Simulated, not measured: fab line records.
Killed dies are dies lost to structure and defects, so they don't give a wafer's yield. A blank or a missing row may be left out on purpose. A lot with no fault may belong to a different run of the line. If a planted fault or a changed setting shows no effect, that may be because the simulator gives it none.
fab line records + flow nand_harc
record:
- lots: 6
- wafers: 18
- last_day: 33
route steps=1302 shown A_ONON_D1@439 A_CHANNEL_HOLE_D1@450
lots that met no fault: taken from a fault-free run of the same line
start_h: start of the lot's first displayed wafer, in hours after the record's first day + wait_h: hours elapsed since this lot's preceding step + " the same as in the row above + L1.1+2: several wafers, shown together as one row + - either no value or no given start + * or withheld: withheld + < > ~ a bound
route shown NAME@n: names a module that has steps shown in the file, with the first one's number in the route + usual: mean/standard deviation taken from wafers without a fault + same: alike in all rows + chamber/n: place in a boat + sites: per-site readings + _std_site: standard deviation of those values + _edge_site: the outer-site mean with the inner-site mean subtracted + radius_mm: for every site, how far away it sits from the centre of the wafer + mask NAME#n: copy n + behind: the last tool/chamber to shape the wafer + hold: why the lot was held/for how many hours/how that ended + device: the n, p or np transistor that did not switch + end of line: tests of these same wafers at the route's end + for a step that has no rows: nothing shown but its recipe + killed: at the first sort, the dies lost to defects and structure; wafer yield is something else + map: per-die view of a wafer (x killed, . not killed, _ where there is no die)
set.NAME: setting as actually run; set.NAME@STEP: the setting as run at that earlier step + model.NAME: the simulator's own value behind a step, which no gauge read
certain route steps with their lots: each step a table, each wafer a row
services: from which hour (start_h, from the record's first day; less than 0 if before it) a tool's chamber was out of use, for how many hours, and why
== steps ==
step: NHARC_A_ONON_D1_THK_MEAS_21
recipe:
- thk_meas_gauge: ellipsometry
usual:
- thk_nm: 1000/6.5
| lot.wafer | tool          | chamber | start_h | wait_h | thk_nm |
|-----------|---------------|---------|---------|--------|--------|
| L786.2    | film_metro-02 | -       | 245.63  | -      | 996    |
| L786.5    | "             | -       | "       | "      | 995    |
| L786.6    | "             | -       | "       | "      | 996    |
| L793.2    | film_metro-01 | -       | 316.48  | -      | 1003   |
| L793.3    | "             | -       | "       | "      | 1004   |
| L793.4    | "             | -       | "       | "      | 1003   |
| L796.2    | film_metro-02 | -       | 341.11  | -      | 996    |
| L796.5    | "             | -       | "       | "      | 996    |
| L796.6    | "             | -       | "       | "      | 996    |
| L797.3    | film_metro-01 | -       | 348.74  | -      | 999    |
| L797.5    | "             | -       | "       | "      | 999    |
| L797.6    | "             | -       | "       | "      | 996    |
| L798.1    | film_metro-01 | -       | 358.84  | -      | 1009   |
| L798.5    | "             | -       | "       | "      | 1010   |
| L798.6    | "             | -       | "       | "      | 1010   |
| L802.2    | film_metro-01 | -       | 405.66  | -      | 999    |
| L802.3    | "             | -       | "       | "      | 999    |
| L802.5    | "             | -       | "       | "      | 1000   |
step: NHARC_A_ONON_D1_DEP_22
recipe:
- target_thk_a: 10000
- n2_flow_sccm: 2750
- n2o_flow_sccm: 2000
- nh3_flow_sccm: 500
- sih4_flow_sccm: 210
- temp_c: 400
step: NHARC_A_ONON_D1_THK_MEAS_24
recipe:
- thk_meas_gauge: ellipsometry
usual:
- thk_nm: 999/9
| lot.wafer | tool          | chamber | start_h | wait_h | thk_nm |
|-----------|---------------|---------|---------|--------|--------|
| L786.2    | film_metro-01 | -       | 246.20  | -      | 1006   |
| L786.5    | "             | -       | "       | "      | 1006   |
| L786.6    | "             | -       | "       | "      | 1007   |
| L793.2    | film_metro-02 | -       | 317.05  | -      | 1006   |
| L793.3    | "             | -       | "       | "      | 1007   |
| L793.4    | "             | -       | "       | "      | 1005   |
| L796.2    | film_metro-01 | -       | 341.67  | -      | 986    |
| L796.5    | "             | -       | "       | "      | 986    |
| L796.6    | "             | -       | "       | "      | 984    |
| L797.3    | film_metro-01 | -       | 349.30  | -      | 1011   |
| L797.5    | "             | -       | "       | "      | 1011   |
| L797.6    | "             | -       | "       | "      | 1012   |
| L798.1    | film_metro-02 | -       | 359.41  | -      | 1006   |
| L798.5    | "             | -       | "       | "      | 1007   |
| L798.6    | "             | -       | "       | "      | 1008   |
| L802.2    | film_metro-02 | -       | 406.23  | -      | 997    |
| L802.3    | "             | -       | "       | "      | 996    |
| L802.5    | "             | -       | "       | "      | 996    |
step: NHARC_A_ONON_D1_DEP_25
recipe:
- target_thk_a: 10000
- n2_flow_sccm: 2750
- n2o_flow_sccm: 2000
- nh3_flow_sccm: 500
- sih4_flow_sccm: 210
- temp_c: 400
step: NHARC_A_ONON_D1_THK_MEAS_27
recipe:
- thk_meas_gauge: ellipsometry
usual:
- thk_nm: 996/9.1
| lot.wafer | tool          | chamber | start_h | wait_h | thk_nm |
|-----------|---------------|---------|---------|--------|--------|
| L786.2    | film_metro-02 | -       | 246.77  | -      | 1004   |
| L786.5    | "             | -       | "       | "      | 1004   |
| L786.6    | "             | -       | "       | "      | 1004   |
| L793.2    | film_metro-01 | -       | 317.62  | -      | 999    |
| L793.3    | "             | -       | "       | "      | 999    |
| L793.4    | "             | -       | "       | "      | 999    |
| L796.2    | film_metro-02 | -       | 342.23  | -      | 987    |
| L796.5    | "             | -       | "       | "      | 986    |
| L796.6    | "             | -       | "       | "      | 985    |
| L797.3    | film_metro-01 | -       | 349.88  | -      | 996    |
| L797.5    | "             | -       | "       | "      | 998    |
| L797.6    | "             | -       | "       | "      | 998    |
| L798.1    | film_metro-01 | -       | 359.99  | -      | 1008   |
| L798.5    | "             | -       | "       | "      | 1009   |
| L798.6    | "             | -       | "       | "      | 1010   |
| L802.2    | film_metro-01 | -       | 406.79  | -      | 988    |
| L802.3    | "             | -       | "       | "      | 989    |
| L802.5    | "             | -       | "       | "      | 988    |
step: NHARC_A_ONON_D1_DEP_28
recipe:
- target_thk_a: 10000
- n2_flow_sccm: 2750
- n2o_flow_sccm: 2000
- nh3_flow_sccm: 500
- sih4_flow_sccm: 210
- temp_c: 400
step: NHARC_A_ONON_D1_THK_MEAS_30
recipe:
- thk_meas_gauge: ellipsometry
usual:
- thk_nm: 998/13
| lot.wafer | tool          | chamber | start_h | wait_h | thk_nm |
|-----------|---------------|---------|---------|--------|--------|
| L786.2    | film_metro-02 | -       | 247.34  | -      | 994    |
| L786.5    | "             | -       | "       | "      | 995    |
| L786.6    | "             | -       | "       | "      | 994    |
| L793.2    | film_metro-02 | -       | 318.18  | -      | 1002   |
| L793.3    | "             | -       | "       | "      | 1004   |
| L793.4    | "             | -       | "       | "      | 1002   |
| L796.2    | film_metro-02 | -       | 342.80  | -      | 1019   |
| L796.5    | "             | -       | "       | "      | 1017   |
| L796.6    | "             | -       | "       | "      | 1017   |
| L797.3    | film_metro-02 | -       | 350.44  | -      | 998    |
| L797.5    | "             | -       | "       | "      | 1000   |
| L797.6    | "             | -       | "       | "      | 998    |
| L798.1    | film_metro-02 | -       | 360.57  | -      | 986    |
| L798.5    | "             | -       | "       | "      | 987    |
| L798.6    | "             | -       | "       | "      | 984    |
| L802.2    | film_metro-02 | -       | 407.36  | -      | 1000   |
| L802.3    | "             | -       | "       | "      | 1000   |
| L802.5    | "             | -       | "       | "      | 1001   |
step: NHARC_A_ONON_D1_DEP_33
recipe:
- target_thk_a: 2000
- temp_c: 400
- pressure_torr: 6.5
- rf_w: 900
- teos_flow_sccm: 161.4
- flow_sccm: 2650
- target_thk_nm: 200
- gas: O2
- material: SiO2
usual:
- heater_power_w: 569/85
- mfc_precursor_sccm: 161.3/0.52
- rf_fwd_power_W: 897.5/2.7
- showerhead_vpp_V: 1874/65
- throttle_valve_pct: 16.0/0.77
| lot.wafer | tool     | chamber | start_h | wait_h | heater_power_w | mfc_precursor_sccm | rf_fwd_power_W | showerhead_vpp_V | throttle_valve_pct |
|-----------|----------|---------|---------|--------|----------------|--------------------|----------------|------------------|--------------------|
| L786.2    | pecvd-01 | 1       | 247.39  | 0.1    | 545            | 161.7              | 899.4          | 1968             | 16.4               |
| L786.5    | "        | 2       | "       | "      | 527            | 161.8              | 900.7          | 1911             | 14.4               |
| L786.6    | "        | 0       | "       | "      | 504            | 161.5              | 897.3          | 1946             | 16.3               |
| L793.2    | pecvd-04 | 1       | 318.24  | 0.1    | 583            | 162.1              | 896.0          | 1873             | 15.2               |
| L793.3    | "        | 2       | "       | "      | 723            | 161.5              | 900.0          | 1859             | 17.1               |
| L793.4    | "        | 2       | "       | "      | 733            | 161.5              | 901.1          | 1859             | 17.1               |
| L796.2    | pecvd-01 | 0       | 342.86  | 0.1    | 461            | 161.6              | 889.4          | 1902             | 16.1               |
| L796.5    | "        | 0       | "       | "      | 478            | 160.8              | 895.3          | 1931             | 16.3               |
| L796.6    | "        | 1       | "       | "      | 464            | 161.4              | 897.0          | 1974             | 16.7               |
| L797.3    | pecvd-04 | 1       | 350.54  | 0.1    | 645            | 161.8              | 894.1          | 1828             | 15.0               |
| L797.5    | "        | 0       | "       | "      | 545            | 161.0              | 897.4          | 1743             | 15.8               |
| L797.6    | "        | 2       | "       | "      | 620            | 161.8              | 895.3          | 1849             | 16.9               |
| L798.1    | pecvd-01 | 2       | 360.71  | 0.1    | 517            | 161.7              | 904.5          | 1865             | 14.8               |
| L798.6    | "        | 0       | "       | "      | 474            | 161.2              | 896.2          | 1902             | 16.3               |
| L798.5    | "        | 1       | "       | "      | 511            | 160.7              | 893.3          | 1961             | 16.8               |
| L802.2    | pecvd-04 | 1       | 407.46  | 0.1    | 642            | 160.9              | 900.1          | 1826             | 15.1               |
| L802.3    | "        | 2       | "       | "      | 749            | 161.9              | 896.3          | 1869             | 17.4               |
| L802.5    | "        | 2       | "       | "      | 740            | 161.4              | 893.5          | 1826             | 17.3               |
step: NHARC_A_ONON_D1_THK_MEAS_34
recipe:
- thk_meas_gauge: ellipsometry
usual:
- thk_nm: 200.6/2.7
| lot.wafer | tool          | chamber | start_h | wait_h | thk_nm |
|-----------|---------------|---------|---------|--------|--------|
| L786.2    | film_metro-02 | -       | 247.81  | -      | 203.6  |
| L786.5    | "             | -       | "       | "      | 204.6  |
| L786.6    | "             | -       | "       | "      | 203.9  |
| L793.2    | film_metro-02 | -       | 318.66  | -      | 201.9  |
| L793.3    | "             | -       | "       | "      | 204.2  |
| L793.4    | "             | -       | "       | "      | 204.7  |
| L796.2    | film_metro-02 | -       | 343.27  | -      | 200.7  |
| L796.5    | "             | -       | "       | "      | 206.2  |
| L796.6    | "             | -       | "       | "      | 203.2  |
| L797.3    | film_metro-02 | -       | 350.91  | -      | 197.2  |
| L797.5    | "             | -       | "       | "      | 203.8  |
| L797.6    | "             | -       | "       | "      | 199.9  |
| L798.1    | film_metro-02 | -       | 361.04  | -      | 200.6  |
| L798.5    | "             | -       | "       | "      | 202.7  |
| L798.6    | "             | -       | "       | "      | 201.2  |
| L802.2    | film_metro-01 | -       | 407.83  | -      | 198.8  |
| L802.3    | "             | -       | "       | "      | 201.3  |
| L802.5    | "             | -       | "       | "      | 203.5  |
step: NHARC_A_ONON_D1_INSPECT_32
usual:
- raw_defect_count: 67/23
| lot.wafer | tool              | chamber | start_h | wait_h | raw_defect_count |
|-----------|-------------------|---------|---------|--------|------------------|
| L786.2    | defect_inspect-01 | -       | 247.90  | 0.0    | 60               |
| L786.5    | "                 | -       | "       | "      | 113              |
| L786.6    | "                 | -       | "       | "      | 124              |
| L793.2    | defect_inspect-02 | -       | 318.72  | 0.0    | 82               |
| L793.3    | "                 | -       | "       | "      | 62               |
| L793.4    | "                 | -       | "       | "      | 77               |
| L796.2    | defect_inspect-02 | -       | 343.34  | 0.0    | 75               |
| L796.5    | "                 | -       | "       | "      | 72               |
| L796.6    | "                 | -       | "       | "      | 85               |
| L797.3    | defect_inspect-02 | -       | 350.97  | 0.0    | 69               |
| L797.5    | "                 | -       | "       | "      | 39               |
| L797.6    | "                 | -       | "       | "      | 54               |
| L798.1    | defect_inspect-01 | -       | 361.10  | 0.0    | 42               |
| L798.5    | "                 | -       | "       | "      | 35               |
| L798.6    | "                 | -       | "       | "      | 64               |
| L802.2    | defect_inspect-02 | -       | 407.89  | 0.0    | 71               |
| L802.3    | "                 | -       | "       | "      | 46               |
| L802.5    | "                 | -       | "       | "      | 32               |
step: NHARC_A_CHANNEL_HOLE_D1_DEP_00
recipe:
- target_thk_a: 31000
- temp_c: 400
- material: aC
usual:
- throttle_valve_pct: 35.001/0.0092
| lot.wafer | tool       | chamber | start_h | wait_h | throttle_valve_pct |
|-----------|------------|---------|---------|--------|--------------------|
| L786.2    | acl_dep-01 | 0       | 249.43  | 1.5    | 34.997             |
| L786.5    | "          | 0       | "       | "      | 35.009             |
| L786.6    | "          | 0       | "       | "      | 35.002             |
| L793.2    | acl_dep-02 | 0       | 319.67  | 0.9    | 34.998             |
| L793.3    | "          | 0       | "       | "      | 34.995             |
| L793.4    | "          | 0       | "       | "      | 35.019             |
| L796.2    | acl_dep-01 | 0       | 343.92  | 0.6    | 35.007             |
| L796.5    | "          | 0       | "       | "      | 34.998             |
| L796.6    | "          | 0       | "       | "      | 35.007             |
| L797.3    | acl_dep-02 | 0       | 354.23  | 3.3    | 34.997             |
| L797.5    | "          | 0       | "       | "      | 35.012             |
| L797.6    | "          | 0       | "       | "      | 34.988             |
| L798.1    | acl_dep-02 | 0       | 361.17  | 0.1    | 35.000             |
| L798.5    | "          | 0       | 362.43  | 1.3    | 35.009             |
| L798.6    | "          | 0       | "       | "      | 35.007             |
| L802.2    | acl_dep-03 | 0       | 414.87  | 7.0    | 34.998             |
| L802.3    | "          | 0       | "       | "      | 35.004             |
| L802.5    | "          | 0       | "       | "      | 34.996             |
step: NHARC_A_CHANNEL_HOLE_D1_DEP_01
recipe:
- target_thk_a: 1400
- target_thk_nm: 140
- temp_c: 400
- pressure_torr: 3.5
- flow_sccm: 200
- rf_w: 350
- material: SiON
usual:
- heater_power_w: 781/63
- rf_fwd_power_W: 348.2/1.2
- showerhead_vpp_V: 1162/45
| lot.wafer | tool     | chamber | start_h | wait_h | heater_power_w | rf_fwd_power_W | showerhead_vpp_V |
|-----------|----------|---------|---------|--------|----------------|----------------|------------------|
| L786.2    | pecvd-04 | 0       | 251.60  | 1.8    | 723            | 346.7          | 1062             |
| L786.5    | "        | 0       | "       | "      | 712            | 346.9          | 1099             |
| L786.6    | "        | 2       | "       | "      | 852            | 348.1          | 1139             |
| L793.3    | pecvd-03 | 1       | 321.29  | 1.0    | 783            | 348.2          | 1182             |
| L793.2    | "        | 2       | "       | "      | 870            | 349.7          | 1099             |
| L793.4    | "        | 2       | "       | "      | 863            | 350.1          | 1090             |
| L796.2    | pecvd-04 | 2       | 345.51  | 1.3    | 943            | 291.6          | 1059             |
| L796.5    | "        | 0       | "       | "      | 794            | 290.5          | 1007             |
| L796.6    | "        | 1       | "       | "      | 739            | 291.1          | 1053             |
| L797.3    | pecvd-04 | 2       | 355.55  | 1.0    | 909            | 294.1          | 1050             |
| L797.6    | "        | 1       | "       | "      | 778            | 293.3          | 1069             |
| L797.5    | "        | 0       | "       | "      | 789            | 291.3          | 1010             |
| L798.1    | pecvd-02 | 0       | 363.11  | 1.6    | 779            | 348.1          | 1191             |
| L798.6    | "        | 0       | "       | "      | 770            | 348.1          | 1159             |
| L798.5    | "        | 1       | "       | "      | 757            | 347.5          | 1229             |
| L802.2    | pecvd-02 | 0       | 416.47  | 1.3    | 714            | 347.3          | 1190             |
| L802.3    | "        | 1       | "       | "      | 778            | 348.4          | 1233             |
| L802.5    | "        | 0       | "       | "      | 756            | 345.5          | 1194             |
step: NHARC_A_CHANNEL_HOLE_D1_DEHYDRATE_02
recipe:
- temp_c: 150
- time_s: 120
== services ==
| tool       | chamber | start_h | hours | kind       |
|------------|---------|---------|-------|------------|
| acl_dep-02 | -       | 245.75  | 13.0  | pm         |
| pecvd-02   | -       | 250.69  | 13.0  | pm         |
| pecvd-02   | 0       | 250.69  | 13.0  | vent_cycle |
| pecvd-02   | 1       | 250.69  | 13.0  | vent_cycle |
| pecvd-02   | 2       | 250.69  | 13.0  | vent_cycle |
| pecvd-02   | 0       | 263.69  | -     | clean      |
| pecvd-02   | 1       | 263.69  | -     | clean      |
| acl_dep-03 | -       | 265.82  | 1.7   | repair     |
| pecvd-04   | -       | 269.00  | 13.0  | pm         |
| pecvd-04   | 0       | 269.00  | 13.0  | vent_cycle |
| pecvd-04   | 1       | 269.00  | 13.0  | vent_cycle |
| pecvd-04   | 2       | 269.00  | 13.0  | vent_cycle |
| pecvd-04   | 0       | 282.00  | -     | clean      |
| pecvd-04   | 1       | 282.00  | -     | clean      |
| pecvd-04   | 2       | 282.00  | -     | clean      |
| acl_dep-03 | -       | 299.00  | 13.0  | pm         |
| pecvd-01   | -       | 311.32  | 13.0  | pm         |
| pecvd-01   | 0       | 311.32  | 17.7  | vent_cycle |
| pecvd-01   | 1       | 311.32  | 13.0  | vent_cycle |
| pecvd-01   | 2       | 311.32  | 13.0  | vent_cycle |
| pecvd-01   | 1       | 324.32  | -     | clean      |
| pecvd-01   | 2       | 324.32  | -     | clean      |
| pecvd-03   | -       | 366.40  | 13.0  | pm         |
| acl_dep-01 | -       | 370.97  | 13.0  | pm         |
== key ==
first_sign:
- step: NHARC_A_CHANNEL_HOLE_D1_DEP_01
- reading: rf_fwd_power_W
- direction: down
- sigmas: 48
- usual: *
- struck: *
effect:
- step: NHARC_A_CHANNEL_HOLE_D1_DEP_01
- reading: showerhead_vpp_V
- direction: down
- sigmas: 2.7
- usual: 1162
- struck: 1041
met_at NHARC_A_CHANNEL_HOLE_D1_DEP_01
struck_wafers L796.2,L796.5,L796.6,L797.3,L797.5,L797.6
tester_left_out L796,L797
onset_between 251.60 345.51
fault:
- kind: process_parameter_drift
- tool: pecvd-04
- chamber: -
- onset_h: 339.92
- steps: NHARC_A_CHANNEL_HOLE_D1_DEP_01
- channel: rf_w
- offset: *
- shape: step
- end_h: 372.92
- acts_in: *
- stated: *
tester_left_out: of these lots the tester's yield and bins aren't shown, on N5 and GAA mostly nor the transistor test; their killed dies are dies lost to structure and defects alone, not to doping, threshold or leakage, so they don't give the yield
